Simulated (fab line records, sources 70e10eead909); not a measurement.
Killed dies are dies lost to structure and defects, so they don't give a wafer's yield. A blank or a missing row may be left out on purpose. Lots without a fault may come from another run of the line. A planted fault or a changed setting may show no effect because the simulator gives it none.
fab line records | flow nand_harc
record lots=12 wafers=34 last_day=34
route steps=1302 shown A_STAIRCASE@653 END@1302
lots that met no fault: from a run of the same line without faults
start_h: hours from the record's first day to the start of the lot's first wafer shown | wait_h: hours since the lot's step before | " the same as in the row above | L1.1+2: a row that stands for several wafers | - no value, or no start given | * or withheld: withheld | < > ~ a bound
route shown NAME@n: a module of which the file shows steps, and the number in the route of the first | usual: mean/standard deviation of fault-free wafers | same: alike in all rows | chamber/n: place in a boat | sites: the reading at each site | _std_site: their standard deviation | _edge_site: outer sites' mean less inner sites' | radius_mm: how far each site lies from the wafer's centre | mask NAME#n: copy n | behind: the tool/chamber that last shaped the wafer | hold: why the lot was held/for how many hours/how that ended | device: the transistor (n, p or np) that didn't switch | end of line: the same wafers' tests at the end of the route | a step without rows: its recipe alone | killed: dies lost to structure and defects at the first sort, not the wafer's yield | map: a wafer's dies, x killed, . not, _ none there
set.NAME: the setting as run; set.NAME@STEP: as run at that earlier step | model.NAME: the simulator's own value behind a step, which no gauge read
steps of the route over a sample of lots; a table a step, a row a wafer
services: from which hour (start_h, from the record's first day; less than 0 if before it) a tool's chamber was out of use, for how many hours, and why
## steps
# step NHARC_A_STAIRCASE_STRIP_171
# recipe power_w=1500 temp_c=250 chemistry=O2
# usual drypump_motor_current_A=5.9/0.34 heater_power_w=344/19 rf_refl_power_W=22/8.1
# columns lot.wafer tool chamber start_h wait_h drypump_motor_current_A heater_power_w rf_hours_counter_h rf_refl_power_W
L878.3 plasma_asher-01 0 358.39 - 5.7 360 - 31
L878.4 " 1 " " 6.4 346 - 16
L878.6 " 1 " " 6.4 343 - 16
L880.2 plasma_asher-02 0 380.13 - 5.8 308 30 12
L880.4 " 1 " " 5.5 370 - 30
L880.3 " 0 " " 5.8 305 - 12
L881.1 plasma_asher-01 1 380.33 - 6.4 340 4 16
L881.3 " 0 " " 5.7 356 - 30
L881.6 " 0 " " 5.7 363 - 31
L885.3 plasma_asher-01 1 439.57 - 6.4 352 - 16
L885.5 " 1 " " 6.4 344 - 16
L885.6 " 0 " " 5.7 369 - 32
L889.1 plasma_asher-01 1 473.57 - 6.4 342 28 -
L889.6 " 0 " " 5.7 363 - -
L890.6 plasma_asher-02 1 473.64 - 5.5 362 - 30
L890.5 " 0 " " 5.8 317 - 12
L895.1 plasma_asher-02 0 530.35 - 5.8 308 18 13
L895.3 " 1 " " 5.5 360 - 29
L895.4 " 0 " " 5.8 313 - 12
L897.2 plasma_asher-01 1 541.35 - 6.4 350 3 -
L897.6 " 1 " " 6.4 348 - -
L897.5 " 0 " " 5.7 319 - -
L896.1 plasma_asher-01 0 541.67 - 5.7 325 3 -
L896.4 " 1 " " 6.4 345 - -
L896.3 " 0 " " 5.7 327 - -
L899.3 plasma_asher-01 1 561.46 - 6.4 349 - -
L899.4 " 0 " " 5.7 322 - -
L899.6 " 0 " " 5.7 339 - -
L898.2 plasma_asher-02 1 561.79 - 5.5 363 25 -
L898.1 " 0 " " 5.8 317 25 -
L898.3 " 0 " " 5.8 315 - -
L900.2 plasma_asher-02 1 586.18 - 5.5 361 29 31
L900.4 " 1 " " 5.5 351 - 32
L900.3 " 0 " " 5.8 309 - 12
# step NHARC_A_STAIRCASE_TRIM_12
# recipe time_s=211.2 o2_flow_sccm=500 ar_flow_sccm=0 bias_w=0 chemistry=O2
# usual drypump_motor_current_A=5.69/0.27 oes_product_au=1.000/0.0091 rf_vpp_V=57.7/0.85 run_length_s=232.5/0.48 showerhead_plenum_p_Torr=3.49/0.17 throttle_valve_pct=17.036/0.0098
# columns lot.wafer tool chamber start_h wait_h drypump_motor_current_A oes_product_au rf_hours_counter_h rf_vpp_V run_length_s showerhead_plenum_p_Torr throttle_valve_pct
L878.3 rie_diel-09 1 359.77 0.1 5.44 0.996 12 56.2 233.0 3.64 17.036
L878.4 " 3 " " 5.33 0.980 13 56.6 233.1 3.31 17.034
L878.6 " 2 " " 5.84 0.985 - 58.6 232.6 3.61 17.043
L880.2 rie_diel-11 3 381.58 0.1 5.70 0.984 36 57.5 232.4 3.49 17.048
L880.3 " 1 " " 5.47 0.997 37 55.6 233.0 3.35 17.034
L880.4 " 1 " " 5.47 0.998 - 57.6 232.8 3.35 17.044
L881.3 rie_diel-09 3 382.01 0.1 5.38 0.992 19 57.6 233.1 3.30 17.034
L881.1 " 2 " " 5.83 0.996 17 58.2 232.6 3.61 17.052
L881.6 " 3 " " 5.39 0.995 - 57.4 233.3 3.30 17.010
L885.3 rie_diel-09 3 440.98 0.1 5.36 1.002 43 58.9 233.3 3.29 17.045
L885.6 " 1 " " 5.46 0.999 - 57.8 233.1 3.62 17.020
L885.5 " 2 " " 5.87 0.994 - 57.9 232.4 3.59 17.030
L890.6 rie_diel-05 3 475.12 0.1 6.05 0.996 - 58.0 231.8 3.56 17.046
L890.5 " 0 " " 5.56 0.998 - 57.8 232.4 3.34 17.038
L889.1 rie_diel-09 2 475.22 0.1 5.87 0.998 55 57.8 232.5 3.58 17.050
L889.6 " 3 " " 5.36 0.998 - 56.9 233.3 3.28 17.015
L895.4 rie_diel-11 0 531.91 0.1 5.96 0.999 31 56.8 232.5 3.31 17.055
L895.3 " 1 " " 5.47 1.012 33 56.2 232.9 3.32 17.038
L895.1 " 2 " " 6.10 1.018 30 58.3 231.5 3.79 17.029
L897.2 rie_diel-09 3 545.04 0.2 5.37 1.009 13 58.4 233.3 3.80 17.046
L897.5 " 2 " " 5.89 0.991 - 56.1 232.9 3.57 17.046
L897.6 " 3 " " 5.36 1.007 - 57.3 233.2 3.80 17.031
L896.4 rie_diel-09 1 545.13 0.1 5.45 1.009 12 57.6 232.8 3.60 17.029
L896.3 " 3 " " 5.35 1.009 13 58.7 233.7 3.80 17.033
L896.1 " 0 " " 5.31 0.999 10 58.9 232.6 3.80 17.029
L899.3 rie_diel-11 3 562.87 0.1 5.70 0.988 42 56.5 232.3 3.45 17.053
L899.4 " 0 " " 5.96 0.991 42 56.7 233.2 3.30 17.050
L899.6 " 1 " " 5.47 1.010 - 57.9 232.7 3.31 17.033
L898.3 rie_diel-09 0 563.38 0.1 5.30 1.010 18 57.9 232.5 3.79 17.035
L898.1 " 1 " " 5.44 1.000 20 59.0 232.8 3.59 17.038
L898.2 " 2 " " 5.83 0.995 21 57.6 232.5 3.57 17.025
L900.3 rie_diel-11 1 587.79 0.1 5.46 0.999 51 58.0 232.9 3.31 17.047
L900.2 " 3 " " 5.70 0.985 48 58.1 232.7 3.45 17.010
L900.4 " 0 " " 5.98 0.992 - 57.2 232.8 3.30 17.051
# step NHARC_A_STAIRCASE_TRIM_20
# recipe time_s=211.2 o2_flow_sccm=500 ar_flow_sccm=0 bias_w=0 chemistry=O2
# usual drypump_motor_current_A=5.71/0.28 oes_product_au=0.998/0.0094 rf_vpp_V=57.6/0.93 run_length_s=232.5/0.48 showerhead_plenum_p_Torr=3.50/0.17 throttle_valve_pct=17.036/0.0088
# columns lot.wafer tool chamber start_h wait_h drypump_motor_current_A oes_product_au rf_hours_counter_h rf_vpp_V run_length_s showerhead_plenum_p_Torr throttle_valve_pct
L878.3 rie_diel-09 0 360.91 0.1 5.30 1.006 15 57.2 232.4 3.28 17.039
L878.4 " 1 " " 5.47 0.982 13 56.9 233.5 3.63 17.032
L878.6 " 0 " " 5.28 1.011 - 57.0 232.7 3.28 17.030
L880.4 rie_diel-09 2 383.01 0.1 5.83 0.993 17 57.3 232.4 3.61 17.036
L880.2 " 0 " " 5.29 1.004 24 57.2 232.5 3.28 17.033
L880.3 " 1 " " 5.46 0.985 22 58.3 232.9 3.63 17.040
L881.3 rie_diel-05 2 383.03 0.1 6.10 1.008 52 58.2 232.4 3.60 17.027
L881.1 " 3 " " 6.02 1.004 49 57.1 231.8 3.57 17.047
L881.6 " 3 " " 6.04 0.988 - 57.0 232.4 3.57 17.025
L885.3 rie_diel-05 2 441.99 0.1 6.05 1.006 5 57.5 233.3 3.60 17.025
L885.6 " 1 " " 5.77 1.009 - 57.7 232.5 3.33 17.036
L885.5 " 2 " " 6.05 0.992 - 56.9 232.9 3.60 17.036
L890.5 rie_diel-05 2 476.19 0.2 6.09 1.004 - 58.5 232.5 3.59 17.044
L890.6 " 3 " " 6.04 1.005 - 58.7 231.9 3.56 17.038
L889.1 rie_diel-05 1 476.32 0.1 5.80 0.979 19 55.9 231.9 3.32 17.028
L889.6 " 2 " " 6.08 0.999 - 57.5 232.7 3.59 17.027
L895.3 rie_diel-05 1 533.29 0.1 5.83 0.987 38 55.9 232.1 3.31 17.049
L895.1 " 3 " " 6.05 0.994 32 57.4 232.1 3.55 17.038
L895.4 " 0 " " 5.57 1.008 37 56.6 232.4 3.33 17.031
L897.2 rie_diel-09 0 546.21 0.1 5.31 1.005 11 57.1 232.4 3.80 17.038
L897.5 " 3 " " 5.35 1.006 - 59.8 233.4 3.80 17.024
L897.6 " 0 " " 5.31 1.013 - 58.9 232.5 3.80 17.031
L896.4 rie_diel-09 2 546.32 0.1 5.82 1.000 16 59.4 232.5 3.57 17.036
L896.3 " 3 " " 5.36 0.999 14 58.9 233.2 3.80 17.039
L896.1 " 1 " " 5.45 1.004 13 57.5 232.8 3.60 17.038
L899.3 rie_diel-05 0 563.89 0.1 5.57 0.994 46 57.4 232.4 3.32 17.044
L899.4 " 1 " " 5.78 0.988 49 56.7 232.0 3.30 17.038
L899.6 " 3 " " 6.07 0.999 - 59.8 232.0 3.54 17.020
L898.2 rie_diel-11 2 564.41 0.1 6.07 1.004 42 57.2 231.6 3.78 17.033
L898.3 " 0 " " 5.98 0.983 42 56.4 232.5 3.30 17.034
L898.1 " 1 " " 5.45 1.009 45 55.9 232.6 3.31 17.038
L900.4 rie_diel-09 3 588.99 0.1 5.35 1.005 27 58.8 233.0 3.79 17.051
L900.2 " 0 " " 5.28 1.001 27 57.0 232.5 3.79 17.040
L900.3 " 1 " " 5.46 1.000 26 58.5 233.0 3.59 17.044
# step NHARC_A_STAIRCASE_TRIM_26
# recipe time_s=211.2 o2_flow_sccm=500 ar_flow_sccm=0 bias_w=0 chemistry=O2
# usual drypump_motor_current_A=5.70/0.28 oes_product_au=0.997/0.0087 rf_vpp_V=57.8/0.99 run_length_s=232.6/0.47 showerhead_plenum_p_Torr=3.51/0.18 throttle_valve_pct=17.037/0.0086
# columns lot.wafer tool chamber start_h wait_h drypump_motor_current_A oes_product_au rf_hours_counter_h rf_vpp_V run_length_s showerhead_plenum_p_Torr throttle_valve_pct
L878.3 rie_diel-09 0 361.64 - 5.28 1.003 16 57.2 232.4 3.28 17.036
L878.4 " 2 " " 5.80 0.999 11 58.4 232.8 3.61 17.038
L878.6 " 1 " " 5.44 0.992 - 58.9 232.8 3.63 17.051
L881.1 rie_diel-05 2 383.80 - 6.09 1.003 53 58.9 232.7 3.60 17.033
L881.3 " 3 " " 6.02 0.996 49 58.9 232.4 3.57 17.049
L881.6 " 0 " " 5.56 0.994 - 57.5 232.5 3.35 17.041
L880.3 rie_diel-09 3 384.86 - 5.35 1.000 22 56.9 232.9 3.30 17.035
L880.2 " 0 " " 5.29 0.995 26 54.9 233.2 3.28 17.029
L880.4 " 1 " " 5.47 0.980 23 59.4 233.1 3.63 17.027
L885.3 rie_diel-05 3 445.53 - 6.03 0.996 8 56.6 232.0 3.56 17.037
L885.5 " 1 " " 5.76 0.992 - 58.7 254.5 3.32 17.033
L885.6 " 2 " " 6.08 1.009 - 58.8 254.8 3.60 17.028
L890.5 rie_diel-05 2 477.15 - 6.08 1.006 - 57.9 255.0 3.59 17.039
L890.6 " 3 " " 6.03 1.003 - 57.6 254.8 3.56 17.036
L889.1 rie_diel-05 0 477.38 - 5.57 1.001 20 57.1 232.4 3.34 17.019
L889.6 " 1 " " 5.76 0.990 - 55.1 254.2 3.32 17.028
L895.3 rie_diel-05 0 534.02 - 5.58 0.996 37 57.5 232.2 3.33 17.038
L895.4 " 2 " " 6.10 0.986 31 58.4 232.7 3.58 17.053
L895.1 " 3 " " 6.06 1.006 32 56.9 231.9 3.55 17.050
L897.2 rie_diel-09 0 547.16 - 5.32 0.989 11 58.7 232.5 3.80 17.034
L897.5 " 3 " " 5.36 1.002 - 59.1 232.8 3.80 17.046
L897.6 " 0 " " 5.31 0.994 - 59.4 232.6 3.80 17.046
L896.4 rie_diel-09 0 547.24 - 5.28 1.006 11 58.1 233.1 3.80 17.027
L896.3 " 1 " " 5.47 1.005 13 59.6 233.3 3.60 17.049
L896.1 " 2 " " 5.87 0.993 16 57.7 232.5 3.57 17.049
L899.4 rie_diel-05 2 564.60 - 6.06 0.990 45 58.2 232.3 3.58 17.038
L899.3 " 1 " " 5.80 0.983 49 57.7 231.9 3.30 17.033
L899.6 " 3 " " 6.03 0.987 - 58.5 232.3 3.54 17.041
L898.3 rie_diel-11 1 565.14 - 5.49 0.999 45 57.7 233.1 3.31 17.027
L898.1 " 2 " " 6.08 0.998 43 59.5 232.0 3.78 17.043
L898.2 " 0 " " 5.97 0.983 42 58.3 233.1 3.30 17.026
L900.2 rie_diel-09 3 589.70 - 5.37 0.994 28 60.0 233.4 3.79 17.046
L900.4 " 1 " " 5.44 0.993 26 58.1 233.3 3.59 17.038
L900.3 " 2 " " 5.86 0.996 27 59.4 232.5 3.56 17.037
# step NHARC_END_SORT_01
# recipe temp_c=25
# usual killed_at_array=53/21 killed_at_other=1.1/1.5 killed_at_periphery=3.9/2.7 killed_dies=58/21 killed_open=3.4/1.9 killed_short=2.3/1.5
# same gross_dies=677
# columns lot.wafer tool chamber start_h wait_h killed_at_array killed_at_other killed_at_periphery killed_dies killed_open killed_short
L890.5 prober-02 0 691.12 3.7 55 0 5 60 3 4
L890.6 prober-02 0 691.91 4.0 63 2 2 67 6 5
L889.1 prober-02 0 695.75 2.5 88 0 1 89 4 3
L889.6 prober-02 0 699.80 4.0 66 0 3 69 4 2
L898.1 prober-02 0 775.00 2.5 22 0 3 25 6 3
L898.2 prober-02 0 775.80 2.8 9 0 2 11 2 4
L898.3 prober-02 0 776.60 3.1 19 0 4 23 9 1
# killed by level:class
L890.5 A_SLIT:chamber_film_flake=23 A_CHANNEL_HOLE_D2:chamber_film_flake=14 A_CHANNEL_HOLE_D1:chamber_film_flake=6 A_CONTACT:chamber_film_flake=4 A_CHANNEL_FILL_D1:geometric_particle:short=2 P_M2:chamber_film_flake=2 A_BONDPAD:chamber_film_flake=2 P_GATE:geometric_particle:short=1
L890.6 A_SLIT:chamber_film_flake=24 A_CHANNEL_HOLE_D2:chamber_film_flake=17 A_BONDPAD:chamber_film_flake=6 A_CONTACT:chamber_film_flake=3 A_CHANNEL_HOLE_D1:chamber_film_flake=2 P_CONTACT:geometric_particle:open=1 A_ONON_D1:geometric_particle:open=1 A_CHANNEL_FILL_D1:geometric_particle:short=1
L889.1 A_CHANNEL_HOLE_D1:chamber_film_flake=39 A_SLIT:chamber_film_flake=34 A_CONTACT:chamber_film_flake=5 A_STAIRCASE:chamber_film_flake=3 P_M2:geometric_particle:open=1 A_CHANNEL_FILL_D1:geometric_particle:short=1 A_ONON_D2:geometric_particle:short=1 A_ONON_D2:geometric_particle:open=1
L889.6 A_CHANNEL_HOLE_D1:chamber_film_flake=27 A_SLIT:chamber_film_flake=27 A_CONTACT:chamber_film_flake=3 P_STI:chamber_film_flake=2 A_WL_FILL:chamber_film_flake=2 A_SGD_CUT:geometric_particle:open=1 A_CHANNEL_HOLE_D1:geometric_particle:short=1 A_CHANNEL_FILL_D1:geometric_particle:short=1
L898.1 A_SLIT:chamber_film_flake=9 A_ZERO_WELL:chamber_film_flake=2 A_CHANNEL_HOLE_D1:chamber_film_flake=2 A_CHANNEL_FILL_D2:chamber_film_flake=2 P_STI:geometric_particle:open=1 P_M0:geometric_particle:open=1 P_M2:geometric_particle:open=1 A_ONON_D1:geometric_particle:open=1
L898.2 A_SLIT:chamber_film_flake=2 P_M0:geometric_particle:open=1 P_M1:geometric_particle:short=1 A_SOURCE_PLATE:geometric_particle:short=1 A_DECK1_JOINT:geometric_particle:open=1 A_CHANNEL_HOLE_D2:geometric_particle:short=1 A_CHANNEL_FILL_D2:geometric_particle:short=1 A_CHANNEL_HOLE_D1:unspecified=1
L898.3 A_SLIT:chamber_film_flake=3 A_WL_FILL:geometric_particle:open=2 A_CHANNEL_HOLE_D2:chamber_film_flake=2 A_STAIRCASE:chamber_film_flake=2 A_CONTACT:chamber_film_flake=2 P_CONTACT:geometric_particle:open=1 P_M0:geometric_particle:open=1 P_M1:geometric_particle:open=1
## services
# columns tool chamber start_h hours kind
plasma_asher-01 - 342.25 9.0 pm
rie_diel-11 1 344.06 5.6 repair
rie_diel-05 3 350.47 4.6 repair
rie_diel-09 0 354.12 - clean
rie_diel-09 1 354.12 - clean
rie_diel-09 2 354.12 - clean
rie_diel-09 3 354.12 - clean
rie_diel-09 0 378.62 - clean
rie_diel-11 3 395.85 1.2 repair
rie_diel-05 - 406.60 9.0 pm
plasma_asher-02 - 413.73 30.5 repair
rie_diel-11 - 435.80 9.0 pm
plasma_asher-01 - 465.39 4.0 repair
rie_diel-09 3 478.20 7.3 repair
rie_diel-09 - 498.49 9.0 pm
rie_diel-05 2 514.91 3.0 repair
plasma_asher-01 - 519.25 9.0 pm
plasma_asher-02 - 527.39 2.7 repair
rie_diel-05 0 554.66 1.3 repair
rie_diel-11 - 555.10 0.7 repair
plasma_asher-02 - 575.22 0.5 repair
rie_diel-05 - 583.74 9.0 pm
rie_diel-11 2 584.07 7.0 repair
plasma_asher-01 - 585.62 1.5 repair
## key
first_sign step=NHARC_A_STAIRCASE_TRIM_26 reading=run_length_s direction=up sigmas=47 usual=* struck=*
effect none on later readings
met_at NHARC_A_STAIRCASE_TRIM_26
struck_lots L885,L889,L890
struck_wafers L885.5,L885.6,L889.6,L890.5,L890.6
tester_left_out L885,L889,L890
not_acting_at NHARC_A_STAIRCASE_STRIP_171,NHARC_A_STAIRCASE_TRIM_12,NHARC_A_STAIRCASE_TRIM_20
onset_between 383.80 445.53
fault kind=process_parameter_drift tool=rie_diel-05 chamber=- onset_h=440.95 steps=NHARC_A_STAIRCASE_TRIM_26 channel=time_s offset=* shape=step end_h=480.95 scope=struck_wafers_only acts_in=* stated=*
# tester_left_out: of these lots the tester's yield and bins aren't shown, on N5 and GAA mostly nor the transistor test; their killed dies are dies lost to structure and defects alone, not to doping, threshold or leakage, so they don't give the yield
